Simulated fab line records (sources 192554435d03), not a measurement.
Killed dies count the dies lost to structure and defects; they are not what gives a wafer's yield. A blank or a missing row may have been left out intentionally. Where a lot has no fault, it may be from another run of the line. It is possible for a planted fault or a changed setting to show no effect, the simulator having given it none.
fab line records	flow n5Finfet
record: lots: 11	wafers: 33	lastDay: 16
route steps=1938 shown BEOL_M4@1096 TV_OPEN@1888 PAD_METAL@1895 PASSIVATION@1936
lots that met no fault: taken from a fault-free run of the same line
startH: the number of hours between the record's first day and the start of the first shown wafer of the lot	waitH: how many hours have passed since the lot's step before this one	" unchanged from the row above	L1.1+2: a single row standing in for several wafers	- value missing, or start not given	* or withheld: withheld	< > ~ a bound
route shown NAME@n: names a module that has steps shown in the file, with the first one's number in the route	usual: mean and standard deviation over wafers with no fault	same: alike in all rows	chamber/n: place in a boat	sites: per-site readings	_std_site: how widely they spread, as a standard deviation	_edge_site: outer sites' mean less inner sites'	radiusMm: for every site, how far away it sits from the centre of the wafer	mask NAME#n: copy n	behind: the most recent tool/chamber to have shaped the wafer	hold: what put the lot on hold/how long, in hours/how the hold closed	device: which transistor (n, p or np) failed to switch	end of line: the route-end tests of the same wafers	for a step that has no rows: nothing shown but its recipe	killed: not the wafer's yield, but the dies lost to structure and defects at the first sort	map: the dies of a wafer, with x for killed, . for not killed, _ for no die there
set.NAME: the run value of the setting; set.NAME@STEP: its run value at that earlier step	model.NAME: the simulator's own value behind a step, which no gauge read
a sample of lots followed through the steps of the route, with each step as a table and each wafer as a row
services: from which hour (startH, from the record's first day; less than 0 if before it) a tool's chamber was out of use, for how many hours, and why
== steps ==
step: N5_BEOL_M4_SPUTTER_92
recipe: material: Cu	targetThkA: 45	tempC: -20	chamberPressurePa: 0.07	powerW: withheld	timeS: 8.29
usual: throttleValvePct: 30.1/1.6
lot.wafer	tool	chamber	startH	waitH	throttleValvePct
L303.3	pvdSputter-01	-	160.75	0.1	30.3
L303.4	"	-	"	"	30.9
L303.5	"	-	"	"	29.0
L307.2	pvdSputter-01	-	176.80	0.1	30.6
L307.5	"	-	"	"	30.9
L307.6	"	-	"	"	29.3
L306.1	pvdSputter-03	-	177.94	0.1	32.6
L306.4	"	-	"	"	29.8
L306.5	"	-	"	"	27.9
L311.2	pvdSputter-02	-	211.97	0.1	31.5
L311.3	"	-	"	"	29.5
L311.5	"	-	"	"	30.4
L312.1	pvdSputter-02	-	216.01	0.1	31.9
L312.3	"	-	"	"	29.3
L312.4	"	-	"	"	31.5
L313.2	pvdSputter-02	-	221.79	0.1	31.5
L313.3	"	-	"	"	29.2
L313.4	"	-	"	"	30.4
L315.4	pvdSputter-02	-	237.45	0.1	29.3
L315.5	"	-	"	"	31.4
L315.6	"	-	"	"	29.3
L316.2	pvdSputter-03	-	244.78	4.6	28.1
L316.3	"	-	"	"	32.5
L316.5	"	-	"	"	27.9
L318.1	pvdSputter-02	-	251.60	0.1	31.4
L318.2	"	-	"	"	29.3
L318.3	"	-	"	"	31.6
L319.1	pvdSputter-02	-	253.44	0.1	31.7
L319.2	"	-	"	"	31.8
L319.3	"	-	"	"	29.1
L325.2	pvdSputter-03	-	297.95	0.1	28.4
L325.3	"	-	"	"	29.8
L325.6	"	-	"	"	30.0
step: N5_PASSIVATION_VIA_ETCH_13
recipe: chemistry: CHF3/O2	target: SiO2	targetDepthA: 6600	CHF3_flow_sccm: 50	O2_flow_sccm: 5	Ar_flow_sccm: 200	timeS: 330	maskMaterial: PR	pressureMtorr: 30	sourceW: 650	biasW: 170	ionEnergyEv: 200	ends: cleared
usual: CHF3_flow_sccm: 50.01/0.16	drypumpMotorCurrentA: 6.0/0.54	etchRfOnTimeS: 233/5.4	oes_ar_750_au: 0.83/0.088	oesProductAu: 0.74/0.087	rfVppV: 526/20	showerheadPlenumPTorr: 2.40/0.077	throttleValvePct: 18.85/0.3
lot.wafer	tool	chamber	startH	waitH	CHF3_flow_sccm	drypumpMotorCurrentA	etchRfOnTimeS	oes_ar_750_au	oesProductAu	rfHoursCounterH	rfVppV	showerheadPlenumPTorr	throttleValvePct
L303.3	rieDiel-06	1	262.52	0.0	49.92	6.0	238	0.94	0.83	19	533	2.34	18.72
L303.4	"	3	"	"	49.95	6.8	232	0.97	0.89	1	551	2.54	18.56
L303.5	"	3	"	"	49.82	6.8	235	0.97	0.90	-	551	2.54	18.57
L307.2	rieDiel-06	1	280.26	0.0	50.03	6.0	233	0.93	0.84	24	533	2.34	18.74
L307.5	"	0	"	"	50.09	6.1	233	0.78	0.68	-	500	2.43	19.15
L307.6	"	1	"	"	50.06	6.0	232	0.93	0.84	-	532	2.34	18.73
L306.1	rieDiel-03	3	280.58	0.0	50.15	6.4	237	0.95	0.86	8	528	2.36	18.61
L306.4	"	0	"	"	49.64	6.4	229	0.75	0.67	191	497	2.28	18.84
L306.5	"	0	"	"	49.91	6.4	227	0.75	0.67	-	497	2.28	18.83
L311.2	rieDiel-06	0	311.88	0.0	50.04	6.1	227	0.77	0.67	159	501	2.43	19.17
L311.3	"	3	"	"	49.92	6.8	234	0.90	0.83	17	551	2.53	18.59
L311.5	"	0	"	"	49.98	6.1	240	0.76	0.67	-	501	2.43	19.17
L312.1	rieDiel-06	1	316.19	0.0	50.33	5.9	228	0.91	0.81	40	533	2.34	18.77
L312.3	"	3	"	"	49.74	6.8	233	0.90	0.82	19	552	2.53	18.60
L312.4	"	3	"	"	49.88	6.8	240	0.90	0.82	-	551	2.53	18.57
L313.2	rieDiel-04	0	316.47	0.0	49.94	6.4	238	0.67	0.61	216	534	2.38	18.67
L313.3	"	2	"	"	50.20	5.1	236	0.79	0.71	85	547	2.36	19.04
L313.4	"	3	"	"	50.49	5.6	230	0.72	0.65	201	511	2.51	19.44
L315.4	rieDiel-03	2	331.85	0.0	49.80	6.2	224	0.89	0.81	38	550	2.41	18.28
L315.5	"	0	"	"	49.95	6.4	226	0.73	0.66	-	499	2.28	18.86
L315.6	"	1	"	"	49.85	5.8	235	0.74	0.64	-	517	2.47	19.11
L316.2	rieDiel-06	2	341.06	0.0	50.11	4.9	233	0.96	0.84	6	510	2.36	18.64
L316.3	"	3	"	"	50.50	6.8	231	0.89	0.81	27	553	2.53	18.59
L316.5	"	1	"	"	50.09	6.0	235	0.89	0.79	-	533	2.33	18.77
L319.1	rieDiel-06	3	349.48	0.0	49.95	6.8	228	0.88	0.82	29	551	2.53	18.60
L319.2	"	1	"	"	49.95	6.0	235	0.88	0.79	51	531	2.33	18.78
L319.3	"	2	"	"	50.21	4.9	230	0.95	0.84	9	509	2.36	18.65
L318.1	rieDiel-06	3	353.47	0.0	49.72	6.8	227	0.87	0.82	31	551	2.53	18.62
L318.2	"	2	"	"	49.78	4.9	227	0.95	0.83	10	510	2.36	18.67
L318.3	"	1	"	"	50.07	6.0	234	0.88	0.79	52	533	2.33	18.79
L325.2	rieDiel-04	3	388.94	0.0	49.78	5.6	238	0.71	0.63	223	512	2.50	19.49
L325.3	"	1	"	"	50.06	6.4	233	0.79	0.73	89	550	2.33	19.21
L325.6	"	1	"	"	50.06	6.4	236	0.79	0.72	-	549	2.33	19.19
step: N5_PASSIVATION_SPUTTER_20
recipe: material: TaN	targetThkA: 500	tempC: 25	chamberPressurePa: 0.4
usual: throttleValvePct: 30.0/1.5
lot.wafer	tool	chamber	startH	waitH	throttleValvePct
L303.3	pvdSputter-03	-	263.02	0.0	28.6
L303.4	"	-	"	"	32.6
L303.5	"	-	"	"	28.5
L307.2	pvdSputter-03	-	281.15	0.0	29.9
L307.5	"	-	"	"	28.4
L307.6	"	-	"	"	29.9
L306.1	pvdSputter-01	-	281.55	0.0	30.5
L306.4	"	-	"	"	29.3
L306.5	"	-	"	"	30.7
L311.2	pvdSputter-03	-	312.94	0.0	32.4
L311.3	"	-	"	"	28.0
L311.5	"	-	"	"	29.6
L312.1	pvdSputter-02	-	316.92	0.0	31.7
L312.3	"	-	"	"	31.5
L312.4	"	-	"	"	30.6
L313.2	pvdSputter-02	-	317.56	0.0	29.3
L313.3	"	-	"	"	30.4
L313.4	"	-	"	"	31.9
L315.4	pvdSputter-02	-	333.21	0.0	31.5
L315.5	"	-	"	"	31.5
L315.6	"	-	"	"	29.6
L316.2	pvdSputter-03	-	341.83	0.0	28.0
L316.3	"	-	"	"	29.0
L316.5	"	-	"	"	32.7
L319.1	pvdSputter-02	-	350.16	0.0	29.6
L319.2	"	-	"	"	31.6
L319.3	"	-	"	"	30.2
L318.1	pvdSputter-01	-	354.01	0.0	30.4
L318.2	"	-	"	"	28.9
L318.3	"	-	"	"	30.9
L325.2	pvdSputter-03	-	389.54	0.0	32.4
L325.3	"	-	"	"	29.9
L325.6	"	-	"	"	27.9
step: N5_PASSIVATION_PROBE_49
usual: defectLimitedYield: 91.0/1.4	killed_at_M0_to_M3: 36/11	killed_at_M4_up: 13/5.4	killedAtContacts: 12/6.4	killedAtFrontEnd: 41/13	killedAtOther: 2.9/2.3	killedDies: 106/17	killedOnRim: 14/3.9	killedOpen: 70/12	killedShort: 34/8.4	sort_bin_4_leakage: 0.01/0.057	sort_bin_5_function: 5.2/1	sort_bin_6_memory: 3.4/0.63	sortNPass: 1074/18	sortYieldPct: 91.0/1.6
same: grossDies: 1180	killedAtBackSide: 0	sort_bin_8_speed[%]: 0
lot.wafer	tool	chamber	startH	waitH	defectLimitedYield[%]	killed_at_M0_to_M3	killed_at_M4_up	killedAtContacts	killedAtFrontEnd	killedAtOther	killedDies	killedOnRim	killedOpen	killedShort	sort_bin_4_leakage[%]	sort_bin_5_function[%]	sort_bin_6_memory[%]	sortNPass	sortYieldPct[%]
L303.3	prober-02	-	269.09	0.1	91.1	41	15	1	44	4	105	15	63	39	0.08	4.8	3.2	1074	91.0
L303.4	prober-02	-	269.14	0.2	89.2	25	10	10	76	7	128	22	67	53	0	5.9	3.9	1052	89.2
L303.5	prober-02	-	269.19	0.2	90.8	41	17	12	34	4	108	14	71	37	0	5.0	3.6	1072	90.8
L307.2	prober-02	-	286.78	0.1	92.7	30	8	6	41	1	86	11	58	28	0	3.7	3.5	1094	92.7
L307.5	prober-02	-	286.93	0.2	91.8	48	13	8	28	0	97	14	66	23	0	4.2	3.2	1083	91.8
L307.6	prober-02	-	286.98	0.3	90.9	34	13	8	47	5	107	17	68	37	0	5.2	3.5	1073	90.9
L306.1	prober-01	-	287.66	0.0	90.8	35	14	6	52	2	109	17	69	32	0	5.0	3.4	1071	90.8
L306.4	prober-01	-	287.81	0.2	91.9	31	13	12	39	1	96	12	60	35	0	3.6	4.1	1084	91.9
L306.5	prober-01	-	287.86	0.2	89.7	49	21	6	43	2	121	21	73	39	0	5.6	3.8	1059	89.7
L311.2	prober-02	-	319.33	0.1	92.0	27	13	7	45	2	94	15	61	32	0	5.1	2.6	1086	92.0
L311.3	prober-02	-	319.38	0.1	91.1	24	8	13	59	1	105	11	74	31	0	5.6	3.0	1075	91.1
L311.5	prober-02	-	319.48	0.2	89.6	29	13	11	67	3	123	20	71	52	0	6.8	3.4	1057	89.6
L312.1	prober-02	-	322.86	0.0	90.8	39	7	14	47	2	109	15	70	39	0	4.6	4.3	1071	90.8
L312.3	prober-02	-	322.96	0.1	92.0	34	3	16	36	5	94	15	57	36	0	4.0	3.9	1086	92.0
L312.4	prober-02	-	323.01	0.2	93.5	20	7	15	26	9	77	7	49	27	0	4.2	2.2	1103	93.5
L313.2	prober-01	-	323.73	0.1	92.2	34	16	11	31	0	92	11	64	26	0	4.5	3.0	1088	92.2
L313.3	prober-01	-	323.78	0.1	92.7	26	16	3	38	3	86	11	53	29	0	4.3	2.7	1094	92.7
L313.4	prober-01	-	323.83	0.2	93.8	18	19	13	19	4	73	7	56	15	0	3.1	3.1	1107	93.8
L315.4	prober-01	-	339.68	0.2	92.5	31	5	20	30	3	89	13	61	27	0	4.2	3.0	1091	92.5
L315.5	prober-01	-	339.73	0.2	93.5	24	18	8	26	1	77	10	57	20	0	4.3	2.1	1103	93.5
L315.6	prober-01	-	339.78	0.3	91.9	32	7	13	38	5	95	12	68	26	0	4.7	3.1	1085	91.9
L316.2	prober-01	-	348.04	0.1	89.0	39	25	11	53	2	130	13	85	42	0	6.8	4.2	1050	89.0
L316.3	prober-01	-	348.09	0.1	89.7	58	13	13	37	0	121	12	72	47	0	6.1	3.7	1059	89.7
L316.5	prober-01	-	348.19	0.2	90.8	38	6	7	57	0	108	20	61	44	0	4.7	4.1	1072	90.8
L319.1	prober-01	-	355.82	0.0	80.8	35	136	9	47	0	227	28	70	31	0	10.4	4.6	953	80.8
L319.2	prober-01	-	355.87	0.1	81.1	32	141	9	40	1	223	24	56	32	0.08	11.4	3.5	956	81.0
L319.3	prober-01	-	355.92	0.1	83.1	13	157	5	24	1	200	4	43	12	0	10.8	3.7	980	83.1
L318.1	prober-01	-	360.00	0.0	80.8	36	141	5	44	0	226	20	49	35	0	11.8	3.6	954	80.8
L318.2	prober-01	-	360.05	0.1	79.0	26	156	4	61	1	248	20	55	38	0	11.9	5.0	932	79.0
L318.3	prober-01	-	360.10	0.1	80.8	43	131	11	40	1	226	30	57	31	0	11.4	4.2	954	80.8
L325.2	prober-01	-	395.57	0.1	89.7	19	30	24	43	5	121	16	88	30	0	5.4	4.7	1059	89.7
L325.3	prober-01	-	395.62	0.1	90.5	24	19	8	54	7	112	16	71	40	0	5.4	3.6	1068	90.5
L325.6	prober-01	-	395.77	0.3	89.7	35	22	12	42	10	121	16	91	29	0	6.1	3.8	1059	89.7
killed by level:class
L303.3 BEOL_M3:geometricParticle:open=18 FIN_SAQP:geometricParticle:open=10 FIN_SAQP:geometricParticle:short=9 BEOL_M2:geometricParticle:short=7 STI_FIN_REVEAL:geometricParticle:open=4 BEOL_M1:geometricParticle:open=4 STARTING-WAFER:geometricParticle:short=4 BEOL_M3:geometricParticle:short=4
L303.4 STI_FIN_REVEAL:geometricParticle:open=21 FIN_SAQP:geometricParticle:short=19 FIN_SAQP:geometricParticle:open=9 MOL_CONTACT_COAG:geometricParticle:open=9 HKMG_FIN:areaEtch=8 GATE_CUT:geometricParticle:short=7 BEOL_M0_SAQP:geometricParticle:open=6 BEOL_M4:geometricParticle:open=6
L303.5 BEOL_M3:geometricParticle:open=14 MOL_CONTACT_COAG:geometricParticle:open=10 FIN_SAQP:geometricParticle:short=8 BEOL_M1:geometricParticle:open=8 GATE_CUT:geometricParticle:short=6 FIN_SAQP:geometricParticle:open=5 STI_FIN_REVEAL:geometricParticle:open=5 BEOL_M2:geometricParticle:short=5
L307.2 STI_FIN_REVEAL:geometricParticle:open=7 BEOL_M0_SAQP:geometricParticle:short=7 FIN_SAQP:geometricParticle:open=6 MOL_CONTACT_COAG:geometricParticle:open=6 BEOL_M1:geometricParticle:open=6 BEOL_M0_SAQP:geometricParticle:open=5 BEOL_M2:geometricParticle:open=5 BEOL_M3:geometricParticle:open=5
L307.5 BEOL_M0_SAQP:geometricParticle:open=12 BEOL_M2:geometricParticle:open=9 BEOL_M3:geometricParticle:open=8 MOL_CONTACT_COAG:geometricParticle:open=7 BEOL_M4:geometricParticle:open=7 BEOL_M1:geometricParticle:open=6 HKMG_FIN:areaEtch=6 DUMMY_GATE:geometricParticle:open=5
L307.6 STI_FIN_REVEAL:geometricParticle:open=11 DUMMY_GATE:geometricParticle:open=9 BEOL_M0_SAQP:geometricParticle:open=8 BEOL_M1:geometricParticle:open=6 MOL_CONTACT_COAG:geometricParticle:open=6 BEOL_M0_SAQP:geometricParticle:short=6 BEOL_M3:geometricParticle:open=5 FIN_SAQP:geometricParticle:short=4
L306.1 FIN_SAQP:geometricParticle:open=18 BEOL_M0_SAQP:geometricParticle:open=12 FIN_SAQP:geometricParticle:short=10 BEOL_M0_SAQP:geometricParticle:short=9 BEOL_M4:geometricParticle:open=6 HKMG_FIN:areaEtch=6 BEOL_M2:geometricParticle:open=5 BEOL_M5:geometricParticle:open=5
L306.4 BEOL_M0_SAQP:geometricParticle:short=14 MOL_CONTACT_COAG:geometricParticle:open=11 BEOL_M0_SAQP:geometricParticle:open=11 FIN_SAQP:geometricParticle:open=10 DUMMY_GATE:geometricParticle:open=8 FIN_SAQP:geometricParticle:short=6 STARTING-WAFER:geometricParticle:short=4 BEOL_M0:geometricParticle:open=3
L306.5 BEOL_M0_SAQP:geometricParticle:open=19 BEOL_M0_SAQP:geometricParticle:short=18 FIN_SAQP:geometricParticle:open=13 BEOL_M4:geometricParticle:open=10 FIN_SAQP:geometricParticle:short=7 HKMG_FIN:areaEtch=7 MOL_CONTACT_COAG:geometricParticle:open=5 STARTING-WAFER:geometricParticle:open=4
L311.2 STI_FIN_REVEAL:geometricParticle:open=16 BEOL_M1:geometricParticle:open=7 MOL_CONTACT_COAG:geometricParticle:open=5 BEOL_M3:geometricParticle:open=5 FIN_SAQP:geometricParticle:short=4 FIN_SAQP:geometricParticle:open=4 BEOL_M0_SAQP:geometricParticle:short=4 BEOL_M0:geometricParticle:open=4
L311.3 STI_FIN_REVEAL:geometricParticle:open=19 FIN_SAQP:geometricParticle:short=14 FIN_SAQP:geometricParticle:open=12 MOL_CONTACT_COAG:geometricParticle:open=12 BEOL_M1:geometricParticle:open=8 BEOL_M0:geometricParticle:open=5 GATE_CUT:geometricParticle:open=4 BEOL_M0_SAQP:geometricParticle:short=4
L311.5 FIN_SAQP:geometricParticle:short=21 STI_FIN_REVEAL:geometricParticle:open=15 FIN_SAQP:geometricParticle:open=13 MOL_CONTACT_COAG:geometricParticle:open=9 BEOL_M4:geometricParticle:open=8 BEOL_M1:geometricParticle:short=6 ILD0:geometricParticle:short=5 STI_FIN_REVEAL:geometricParticle:short=5
L312.1 BEOL_M0_SAQP:geometricParticle:short=16 MOL_CONTACT_COAG:geometricParticle:open=14 DUMMY_GATE:geometricParticle:open=12 STI_FIN_REVEAL:geometricParticle:open=10 BEOL_M0_SAQP:geometricParticle:open=8 FIN_SAQP:geometricParticle:short=7 FIN_SAQP:geometricParticle:open=6 BEOL_M1:geometricParticle:open=6
L312.3 STI_FIN_REVEAL:geometricParticle:open=16 MOL_CONTACT_COAG:geometricParticle:open=13 BEOL_M2:geometricParticle:open=10 BEOL_M0_SAQP:geometricParticle:short=8 BEOL_M1:geometricParticle:short=4 FIN_SAQP:geometricParticle:open=3 STI_FIN_REVEAL:geometricParticle:short=3 DUMMY_GATE:geometricParticle:open=3
L312.4 MOL_CONTACT_COAG:geometricParticle:open=9 STI_FIN_REVEAL:geometricParticle:open=6 MOL_CONTACT_COAG:geometricParticle:short=6 BEOL_M1:geometricParticle:open=6 STARTING-WAFER:geometricParticle:short=6 BEOL_M0_SAQP:geometricParticle:short=5 DUMMY_GATE:geometricParticle:open=4 BEOL_M3:geometricParticle:open=4
L313.2 MOL_CONTACT_COAG:geometricParticle:open=9 STI_FIN_REVEAL:geometricParticle:open=9 BEOL_M0_SAQP:geometricParticle:open=9 BEOL_M1:geometricParticle:open=8 BEOL_M3:geometricParticle:open=6 DUMMY_GATE:geometricParticle:open=5 BEOL_M4:geometricParticle:open=5 STI_FIN_REVEAL:geometricParticle:short=4
L313.3 FIN_SAQP:geometricParticle:short=7 STI_FIN_REVEAL:geometricParticle:open=7 BEOL_M3:geometricParticle:open=7 BEOL_M5:geometricParticle:open=6 BEOL_M0_SAQP:geometricParticle:open=5 BEOL_M0:geometricParticle:open=5 STARTING-WAFER:geometricParticle:short=5 FIN_SAQP:geometricParticle:open=4
L313.4 MOL_CONTACT_COAG:geometricParticle:open=11 BEOL_M4:geometricParticle:open=8 BEOL_M1:geometricParticle:open=5 BEOL_M0_SAQP:geometricParticle:open=5 BEOL_M3:geometricParticle:open=5 STARTING-WAFER:geometricParticle:open=4 GATE_CUT:geometricParticle:short=3 STARTING-WAFER:geometricParticle:short=3
L315.4 MOL_CONTACT_COAG:geometricParticle:open=16 BEOL_M0_SAQP:geometricParticle:open=11 FIN_SAQP:geometricParticle:open=5 BEOL_M0:geometricParticle:open=5 STI_FIN_REVEAL:geometricParticle:open=4 DUMMY_GATE:geometricParticle:open=4 MOL_CONTACT_COAG:geometricParticle:short=4 BEOL_M0_SAQP:geometricParticle:short=4
L315.5 STI_FIN_REVEAL:geometricParticle:open=10 BEOL_M2:geometricParticle:open=10 MOL_CONTACT_COAG:geometricParticle:open=6 BEOL_M4:geometricParticle:open=6 FIN_SAQP:geometricParticle:open=4 BEOL_M3:geometricParticle:open=4 BEOL_M0_SAQP:geometricParticle:short=3 BEOL_M0_SAQP:geometricParticle:open=3
L315.6 STI_FIN_REVEAL:geometricParticle:open=17 MOL_CONTACT_COAG:geometricParticle:open=11 FIN_SAQP:geometricParticle:open=10 BEOL_M1:geometricParticle:open=6 BEOL_M3:geometricParticle:open=6 BEOL_M0_SAQP:geometricParticle:short=5 BEOL_M2:geometricParticle:open=5 STI_FIN_REVEAL:geometricParticle:short=4
L316.2 FIN_SAQP:geometricParticle:open=15 BEOL_M0_SAQP:geometricParticle:open=11 GATE_CUT:geometricParticle:open=8 BEOL_M4:geometricParticle:open=8 MOL_CONTACT_COAG:geometricParticle:open=7 BEOL_M1:geometricParticle:short=6 BEOL_M1:geometricParticle:open=6 BEOL_M3:geometricParticle:open=6
L316.3 BEOL_M0_SAQP:geometricParticle:short=15 BEOL_M3:geometricParticle:open=11 BEOL_M1:geometricParticle:short=10 MOL_CONTACT_COAG:geometricParticle:open=9 STI_FIN_REVEAL:geometricParticle:open=8 FIN_SAQP:geometricParticle:open=6 GATE_CUT:geometricParticle:open=6 BEOL_M0_SAQP:geometricParticle:open=6
L316.5 FIN_SAQP:geometricParticle:short=14 FIN_SAQP:geometricParticle:open=13 GATE_CUT:geometricParticle:short=11 BEOL_M1:geometricParticle:open=8 BEOL_M2:geometricParticle:open=7 STI_FIN_REVEAL:geometricParticle:open=6 MOL_CONTACT_COAG:geometricParticle:open=6 BEOL_M1:geometricParticle:short=6
L319.1 BEOL_M4:unspecified=123 FIN_SAQP:geometricParticle:open=16 FIN_SAQP:geometricParticle:short=11 BEOL_M3:geometricParticle:open=10 BEOL_M4:geometricParticle:open=9 BEOL_M0_SAQP:geometricParticle:open=8 MOL_CONTACT_COAG:geometricParticle:open=7 STI_FIN_REVEAL:geometricParticle:open=4
L319.2 BEOL_M4:unspecified=130 FIN_SAQP:geometricParticle:open=15 BEOL_M0_SAQP:geometricParticle:short=9 BEOL_M0_SAQP:geometricParticle:open=8 BEOL_M1:geometricParticle:open=7 FIN_SAQP:geometricParticle:short=6 BEOL_M4:geometricParticle:open=6 MOL_CONTACT_COAG:geometricParticle:open=5
L319.3 BEOL_M4:unspecified=145 FIN_SAQP:geometricParticle:open=8 MOL_CONTACT_COAG:geometricParticle:open=5 BEOL_M4:geometricParticle:open=5 STI_FIN_REVEAL:geometricParticle:open=4 BEOL_M3:geometricParticle:open=4 BEOL_M8:geometricParticle:open=4 STARTING-WAFER:geometricParticle:short=4
L318.1 BEOL_M4:unspecified=136 FIN_SAQP:geometricParticle:short=11 STI_FIN_REVEAL:geometricParticle:open=10 BEOL_M1:geometricParticle:open=8 FIN_SAQP:geometricParticle:open=6 BEOL_M0_SAQP:geometricParticle:short=5 BEOL_M0:geometricParticle:open=5 HKMG_FIN:areaEtch=5
L318.2 BEOL_M4:unspecified=143 FIN_SAQP:geometricParticle:open=17 FIN_SAQP:geometricParticle:short=14 HKMG_FIN:areaEtch=8 STI_FIN_REVEAL:geometricParticle:open=6 BEOL_M1:geometricParticle:open=6 BEOL_M1:geometricParticle:short=5 BEOL_M3:geometricParticle:open=5
L318.3 BEOL_M4:unspecified=129 BEOL_M0_SAQP:geometricParticle:open=11 FIN_SAQP:geometricParticle:short=9 STI_FIN_REVEAL:geometricParticle:open=9 MOL_CONTACT_COAG:geometricParticle:open=8 BEOL_M0_SAQP:geometricParticle:short=7 BEOL_M0:geometricParticle:open=7 HKMG_FIN:areaEtch=7
L325.2 BEOL_M4:geometricParticle:open=19 MOL_CONTACT_COAG:geometricParticle:open=15 STI_FIN_REVEAL:geometricParticle:open=11 FIN_SAQP:geometricParticle:open=8 MOL_CONTACT_COAG:geometricParticle:short=8 FIN_SAQP:geometricParticle:short=6 BEOL_M1:geometricParticle:open=6 BEOL_M5:geometricParticle:open=4
L325.3 STI_FIN_REVEAL:geometricParticle:open=16 FIN_SAQP:geometricParticle:open=9 MOL_CONTACT_COAG:geometricParticle:open=7 BEOL_M4:geometricParticle:open=7 FIN_SAQP:geometricParticle:short=6 BEOL_M0_SAQP:geometricParticle:short=6 STI_FIN_REVEAL:geometricParticle:short=5 BEOL_M2:geometricParticle:open=5
L325.6 BEOL_M4:geometricParticle:open=17 MOL_CONTACT_COAG:geometricParticle:open=11 FIN_SAQP:geometricParticle:open=10 BEOL_M0:geometricParticle:open=8 FIN_SAQP:geometricParticle:short=7 DUMMY_GATE:geometricParticle:open=7 BEOL_M0_SAQP:geometricParticle:open=7 STI_FIN_REVEAL:geometricParticle:open=6
== services ==
tool	chamber	startH	hours	kind
rieDiel-06	1	155.83	-	clean
rieDiel-06	1	155.83	-	consumableReplace:focusRing
rieDiel-06	1	155.83	41.8	scheduledDown
rieDiel-06	1	155.83	41.8	ventCycle
rieDiel-03	2	162.91	8.3	repair
rieDiel-03	-	183.68	1.5	repair
rieDiel-04	-	189.36	0.7	repair
rieDiel-03	2	189.95	11.4	repair
rieDiel-06	1	200.94	9.8	repair
rieDiel-06	3	243.38	-	clean
rieDiel-06	3	243.38	-	consumableReplace:focusRing
rieDiel-06	3	243.38	-	consumableReplace:showerhead
rieDiel-06	3	243.38	15.5	scheduledDown
rieDiel-06	3	243.38	15.5	ventCycle
rieDiel-03	0	248.64	2.4	repair
rieDiel-04	0	270.55	4.8	repair
rieDiel-06	2	298.30	-	clean
rieDiel-03	0	321.20	4.8	repair
pvdSputter-01	-	359.18	6.8	repair
pvdSputter-01	-	375.36	8.1	repair
rieDiel-06	3	375.70	2.1	repair
rieDiel-03	3	378.16	21.3	repair
pvdSputter-03	-	385.54	2.5	repair
pvdSputter-01	-	388.63	0.7	repair
== key ==
firstSign: step: N5_PASSIVATION_PROBE_49	reading: killed_at_M4_up	direction: up	sigmas: 24	usual: 13	struck: 144
effect: step: N5_PASSIVATION_PROBE_49	reading: defectLimitedYield	direction: down	sigmas: 7	usual: 91.0	struck: 80.9
moreKillsBornAt: N5_BEOL_M4_SPUTTER_92@pvdSputter-02: 806
metAt N5_BEOL_M4_SPUTTER_92
struckLots L318,L319
notActingAt N5_PASSIVATION_VIA_ETCH_13,N5_PASSIVATION_SPUTTER_20
onsetBetween 237.45 251.60
fault: kind: chamberParticleSource	tool: pvdSputter-02	chamber: -	onsetH: 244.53	steps: N5_BEOL_M4_SPUTTER_92	ratePerVisitCm2: 1.2975	endH: 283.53
